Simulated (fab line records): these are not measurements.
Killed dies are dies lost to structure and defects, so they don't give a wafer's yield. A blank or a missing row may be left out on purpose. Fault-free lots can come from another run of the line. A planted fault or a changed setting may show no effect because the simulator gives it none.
fab line records | flow n5_finfet | part 2 of 2: steps 26 to 31 of 31
[record] lots = 5 | wafers = 15 | last_day = 17
route steps=1938 shown STI_FIN_REVEAL@210 DUMMY_GATE@212
lots that met no fault: from a run of the same line without faults
start_h: hours from the record's first day to the start of the lot's first wafer shown | wait_h: hours elapsed since this lot's preceding step | " as in the row above | L1.1+2: one row covering several wafers at once | - value missing, or start not given | * or withheld: withheld | < > ~ a bound
route shown NAME@n: a module of which the file shows steps, and the number in the route of the first | usual: average and standard deviation across the fault-free wafers | same: alike in all rows | chamber/n: place in a boat | sites: readings site by site | _std_site: the standard deviation of these | _edge_site: the outer-site mean with the inner-site mean subtracted | radius_mm: for every site, how far away it sits from the centre of the wafer | mask NAME#n: copy n | behind: the most recent tool/chamber to have shaped the wafer | hold: why the lot was held/for how many hours/how that ended | device: which transistor (n, p or np) failed to switch | end of line: the route-end tests of the same wafers | a step with no rows: only its recipe | killed: dies that structure and defects cost at the first sort, which is not the same as the wafer's yield | map: dies across one wafer; x = killed, . = not, _ = none there
set.NAME: the run value of the setting; set.NAME@STEP: its run value at that earlier step | model.NAME: the simulator's own value behind a step, which no gauge read
lots at selected steps of the route; one table per step, one row per wafer
services: from which hour (start_h, from the record's first day; less than 0 if before it) a tool's chamber was out of use, for how many hours, and why
[[steps]]
[step N5_DUMMY_GATE_ETCH_29]
[recipe] chemistry = N2/H2 | target = underlayer | target_depth_a = 130 | ion_energy_ev = 200 | pressure_mtorr = 30 | source_w = 840 | bias_w = 150 | n2_flow_sccm = 200 | h2_flow_sccm = 200
[usual] drypump_motor_current_A = 5.6/0.56 | oes_product_au = 0.78/0.094 | rf_fwd_power_W = 831/4.2 | rf_vpp_V = 523/3.2 | showerhead_plenum_p_Torr = 2.52/0.11 | throttle_valve_pct = 17.90/0.25
lot.wafer | tool        | chamber | start_h | wait_h | drypump_motor_current_A | oes_product_au | rf_fwd_power_W | rf_hours_counter_h | rf_vpp_V | showerhead_plenum_p_Torr | throttle_valve_pct
L085.1    | rie_diel-03 | 3       | 113.10  | 0.0    | 6.5                     | 0.69           | 838            | 214                | 521      | 2.41                     | 17.83
L085.3    | "           | 2       | "       | "      | 5.3                     | 0.89           | 829            | 23                 | 522      | 2.49                     | 17.80
L085.6    | "           | 2       | "       | "      | 5.3                     | 0.88           | 826            | -                  | 523      | 2.49                     | 17.80
L088.2    | rie_diel-06 | 3       | 128.92  | 0.0    | 4.8                     | 0.87           | 827            | 76                 | 526      | 2.56                     | 17.79
L088.3    | "           | 2       | "       | "      | 4.7                     | 0.69           | 831            | 211                | 523      | 2.52                     | 18.21
L088.4    | "           | 1       | "       | "      | 5.4                     | 0.84           | 833            | 81                 | 527      | 2.65                     | 17.49
L091.1    | rie_diel-02 | 1       | 147.66  | 0.0    | 5.5                     | 0.69           | 834            | 220                | 522      | 2.50                     | 18.23
L091.3    | "           | 2       | "       | "      | 5.7                     | 0.85           | 832            | 64                 | 522      | 2.46                     | 17.79
L091.4    | "           | 3       | "       | "      | 6.0                     | 0.64           | 831            | 246                | 527      | 2.62                     | 18.00
L092.3    | rie_diel-06 | 3       | 153.89  | 0.0    | 4.7                     | 0.85           | 821            | 85                 | 524      | 2.56                     | 17.80
L092.5    | "           | 3       | "       | "      | 4.7                     | 0.85           | 823            | -                  | 524      | 2.56                     | 17.81
L092.6    | "           | 2       | "       | "      | 4.7                     | 0.69           | 833            | -                  | 524      | 2.51                     | 18.22
L097.1    | rie_diel-03 | 3       | 188.96  | 0.0    | 6.5                     | 0.69           | 831            | 235                | 522      | 2.40                     | 17.86
L097.3    | "           | 1       | "       | "      | 5.1                     | 0.88           | 835            | 30                 | 528      | 2.71                     | 17.67
L097.5    | "           | 1       | "       | "      | 5.0                     | 0.88           | 831            | -                  | 527      | 2.71                     | 17.68
[step N5_DUMMY_GATE_ETCH_36]
[recipe] chemistry = CF4 | target = SiARC | target_depth_a = 130 | pressure_mtorr = 40 | source_w = 545 | bias_w = 36 | Ar_flow_sccm = 100 | cf4_flow_sccm = 100 | ion_energy_ev = 80
[usual] drypump_motor_current_A = 5.6/0.56 | oes_product_au = 0.78/0.094 | rf_fwd_power_W = 538.9/2.8 | rf_vpp_V = 183.8/1.4 | showerhead_plenum_p_Torr = 2.13/0.088 | throttle_valve_pct = 15.68/0.22
lot.wafer | tool        | chamber | start_h | wait_h | drypump_motor_current_A | oes_product_au | rf_fwd_power_W | rf_hours_counter_h | rf_vpp_V | showerhead_plenum_p_Torr | throttle_valve_pct
L085.1    | rie_diel-03 | 3       | 113.14  | 0.0    | 6.5                     | 0.70           | 544.4          | 214                | 183.8    | 2.04                     | 15.70
L085.3    | "           | 2       | "       | "      | 5.3                     | 0.89           | 537.5          | 23                 | 183.0    | 2.09                     | 15.54
L085.6    | "           | 2       | "       | "      | 5.3                     | 0.89           | 537.4          | -                  | 182.7    | 2.09                     | 15.55
L088.2    | rie_diel-06 | 3       | 128.96  | 0.0    | 4.8                     | 0.86           | 536.4          | 76                 | 185.5    | 2.15                     | 15.56
L088.3    | "           | 2       | "       | "      | 4.7                     | 0.69           | 538.4          | 211                | 182.3    | 2.13                     | 15.94
L088.4    | "           | 1       | "       | "      | 5.4                     | 0.83           | 538.0          | 81                 | 187.0    | 2.27                     | 15.53
L091.1    | rie_diel-02 | 1       | 147.70  | 0.0    | 5.4                     | 0.70           | 540.1          | 220                | 183.6    | 2.12                     | 16.05
L091.3    | "           | 2       | "       | "      | 5.6                     | 0.86           | 539.7          | 64                 | 182.6    | 2.08                     | 15.51
L091.4    | "           | 3       | "       | "      | 6.0                     | 0.65           | 538.8          | 246                | 185.3    | 2.21                     | 15.77
L092.3    | rie_diel-06 | 3       | 153.93  | 0.0    | 4.7                     | 0.86           | 536.4          | 85                 | 183.1    | 2.14                     | 15.59
L092.5    | "           | 3       | "       | "      | 4.8                     | 0.85           | 533.7          | -                  | 183.9    | 2.14                     | 15.59
L092.6    | "           | 2       | "       | "      | 4.7                     | 0.68           | 539.3          | -                  | 184.0    | 2.13                     | 15.95
L097.1    | rie_diel-03 | 3       | 189.00  | 0.0    | 6.4                     | 0.70           | 541.5          | 235                | 181.7    | 2.03                     | 15.75
L097.3    | "           | 1       | "       | "      | 5.0                     | 0.88           | 540.8          | 30                 | 185.8    | 2.27                     | 15.30
L097.5    | "           | 1       | "       | "      | 5.0                     | 0.88           | 541.1          | -                  | 185.9    | 2.27                     | 15.30
[step N5_DUMMY_GATE_ETCH_37]
[recipe] chemistry = N2/H2 | target = SOC | target_depth_a = 600 | overetch_a = 300 | temp_c = 40 | ion_energy_ev = 200 | pressure_mtorr = 30 | source_w = 840 | bias_w = 150 | n2_flow_sccm = 200 | h2_flow_sccm = 200
[usual] drypump_motor_current_A = 5.6/0.56 | oes_product_au = 0.62/0.067 | rf_fwd_power_W = 830/4.2 | rf_vpp_V = 523.4/3 | showerhead_plenum_p_Torr = 2.52/0.11 | throttle_valve_pct = 17.83/0.26
lot.wafer | tool        | chamber | start_h | wait_h | drypump_motor_current_A | oes_product_au | rf_fwd_power_W | rf_hours_counter_h | rf_vpp_V | showerhead_plenum_p_Torr | throttle_valve_pct
L085.1    | rie_diel-03 | 3       | 113.18  | 0.0    | 6.5                     | 0.57           | 838            | 214                | 521.2    | 2.41                     | 17.77
L085.3    | "           | 2       | "       | "      | 5.3                     | 0.71           | 829            | 23                 | 521.4    | 2.49                     | 17.73
L085.6    | "           | 2       | "       | "      | 5.3                     | 0.71           | 827            | -                  | 522.0    | 2.49                     | 17.73
L088.2    | rie_diel-06 | 3       | 129.00  | 0.0    | 4.8                     | 0.67           | 822            | 76                 | 524.1    | 2.56                     | 17.73
L088.3    | "           | 2       | "       | "      | 4.7                     | 0.56           | 829            | 211                | 524.2    | 2.52                     | 18.15
L088.4    | "           | 1       | "       | "      | 5.4                     | 0.64           | 833            | 81                 | 526.6    | 2.65                     | 17.40
L091.1    | rie_diel-02 | 1       | 147.74  | 0.0    | 5.5                     | 0.56           | 838            | 220                | 522.6    | 2.50                     | 18.16
L091.3    | "           | 2       | "       | "      | 5.6                     | 0.68           | 831            | 64                 | 523.3    | 2.45                     | 17.73
L091.4    | "           | 3       | "       | "      | 6.0                     | 0.55           | 831            | 246                | 526.2    | 2.62                     | 17.97
L092.3    | rie_diel-06 | 3       | 153.97  | 0.0    | 4.8                     | 0.66           | 827            | 85                 | 524.5    | 2.56                     | 17.73
L092.5    | "           | 3       | "       | "      | 4.8                     | 0.66           | 829            | -                  | 525.2    | 2.56                     | 17.75
L092.6    | "           | 2       | "       | "      | 4.8                     | 0.56           | 829            | -                  | 522.4    | 2.51                     | 18.14
L097.1    | rie_diel-03 | 3       | 189.04  | 0.0    | 6.5                     | 0.55           | 835            | 235                | 519.7    | 2.40                     | 17.81
L097.3    | "           | 1       | "       | "      | 5.0                     | 0.68           | 828            | 30                 | 528.3    | 2.71                     | 17.59
L097.5    | "           | 1       | "       | "      | 5.0                     | 0.69           | 829            | -                  | 527.5    | 2.71                     | 17.59
[step N5_DUMMY_GATE_STRIP_38]
[recipe] chemistry = N2/H2 | temp_c = 40 | n2_flow_sccm = 200 | h2_flow_sccm = 200 | rf_frequency_hz = 6e+07
lot.wafer  | tool        | chamber | start_h | wait_h
L085.1+3+6 | rie_diel-03 | 3,2,2   | 113.22  | 0.0
L088.2+3+4 | rie_diel-06 | 3,2,1   | 129.04  | 0.0
L091.1+3+4 | rie_diel-02 | 1,2,3   | 147.78  | 0.0
L092.3+5+6 | rie_diel-06 | 3,3,2   | 154.01  | 0.0
L097.1+3+5 | rie_diel-03 | 3,1,1   | 189.08  | 0.0
[step N5_DUMMY_GATE_STRIP_39]
[recipe] chemistry = N2/H2 | temp_c = 40 | n2_flow_sccm = 200 | h2_flow_sccm = 200 | rf_frequency_hz = 6e+07
lot.wafer  | tool        | chamber | start_h | wait_h
L085.1+3+6 | rie_diel-03 | 3,2,2   | 113.23  | 0.0
L088.2+3+4 | rie_diel-06 | 3,2,1   | 129.05  | 0.0
L091.1+3+4 | rie_diel-02 | 1,2,3   | 147.79  | 0.0
L092.3+5+6 | rie_diel-06 | 3,3,2   | 154.02  | 0.0
L097.1+3+5 | rie_diel-03 | 3,1,1   | 189.09  | 0.0
[step N5_DUMMY_GATE_TRIM_49]
[recipe] chemistry = O2 | resist = SOC | time_s = 29 | target_cd_nm = 14 | source_power_w = 300 | bias_power_w = 0 | O2_flow_sccm = 100 | temp_c = 20
[usual] O2_flow_sccm = 100.0/0.34 | drypump_motor_current_A = 5.7/0.4 | oes_product_au = 1.002/0.02 | rf_fwd_power_W = 298.5/1.1 | throttle_valve_pct = 8.19/0.15
lot.wafer | tool      | chamber | start_h | wait_h | O2_flow_sccm | drypump_motor_current_A | oes_product_au | rf_fwd_power_W | rf_hours_counter_h | throttle_valve_pct
L085.1    | rie_si-03 | 3       | 113.26  | 0.0    | 99.4         | 5.6                     | 1.031          | 298.8          | 0                  | 8.07
L085.3    | "         | 0       | "       | "      | 99.8         | 5.9                     | 1.031          | 297.8          | 185                | 8.49
L085.6    | "         | 0       | "       | "      | 99.9         | 6.0                     | 1.029          | 298.4          | -                  | 8.47
L088.2    | rie_si-02 | 0       | 129.08  | 0.0    | 100.0        | 6.1                     | 1.031          | 299.0          | 193                | 8.36
L088.3    | "         | 1       | "       | "      | 99.8         | 5.2                     | 0.981          | 299.4          | 86                 | 8.20
L088.4    | "         | 2       | "       | "      | 100.1        | 6.3                     | 0.975          | 299.4          | 36                 | 8.17
L091.1    | rie_si-02 | 0       | 147.82  | 0.0    | 99.5         | 6.2                     | 1.024          | 297.9          | 193                | 8.36
L091.3    | "         | 2       | "       | "      | 99.8         | 6.4                     | 0.972          | 298.7          | 36                 | 8.19
L091.4    | "         | 1       | "       | "      | 100.5        | 5.2                     | 0.990          | 298.7          | 86                 | 8.20
L092.3    | rie_si-06 | 1       | 154.05  | 0.0    | 99.8         | 6.1                     | 0.978          | 298.2          | 73                 | 8.22
L092.5    | "         | 2       | "       | "      | 100.6        | 5.6                     | 0.997          | 299.6          | -                  | 8.20
L092.6    | "         | 1       | "       | "      | 100.4        | 6.1                     | 0.985          | 299.3          | -                  | 8.21
L097.1    | rie_si-03 | 1       | 189.12  | 0.0    | 100.1        | 5.6                     | 0.993          | 295.2          | 123                | 8.11
L097.3    | "         | 3       | "       | "      | 100.0        | 5.6                     | 1.027          | 297.2          | 2                  | 8.07
L097.5    | "         | 1       | "       | "      | 100.2        | 5.6                     | 0.990          | 297.0          | -                  | 8.11
[[services]]
tool           | chamber | start_h | hours | kind
cmp-03         | -       | 84.39   | 5.3   | pm
pecvd-03       | -       | 88.57   | 0.7   | repair
cmp-01         | -       | 91.16   | 17.3  | pm
euv_scanner-02 | -       | 96.54   | 1.2   | repair
rie_diel-06    | -       | 98.98   | 0.4   | repair
lpcvd-01       | -       | 99.79   | 0.5   | repair
euv_scanner-02 | -       | 100.71  | 1.0   | pm
rie_diel-03    | 0       | 115.96  | 8.9   | repair
euv_scanner-01 | -       | 117.46  | 1.0   | pm
pecvd-01       | 2       | 126.20  | 21.6  | repair
rie_si-03      | -       | 126.25  | 0.8   | repair
cmp-02         | -       | 132.10  | 4.0   | pm
cmp-01         | -       | 141.81  | 1.9   | repair
ald_sin-03     | 0       | 149.07  | 8.7   | repair
wet_bench-04   | -       | 154.90  | 1.5   | repair
euv_scanner-02 | -       | 156.86  | 1.0   | pm
lpcvd-01       | -       | 160.92  | 0.6   | repair
rie_diel-06    | 0       | 163.38  | 9.6   | repair
ald_sin-03     | -       | 164.77  | 4.3   | pm
euv_scanner-01 | -       | 173.61  | 1.0   | pm
ald_sin-03     | -       | 176.75  | 14.0  | pm
pecvd-01       | -       | 177.10  | 1.7   | repair
euv_scanner-02 | -       | 182.37  | 4.6   | pm
cmp-01         | -       | 187.15  | 1.7   | repair
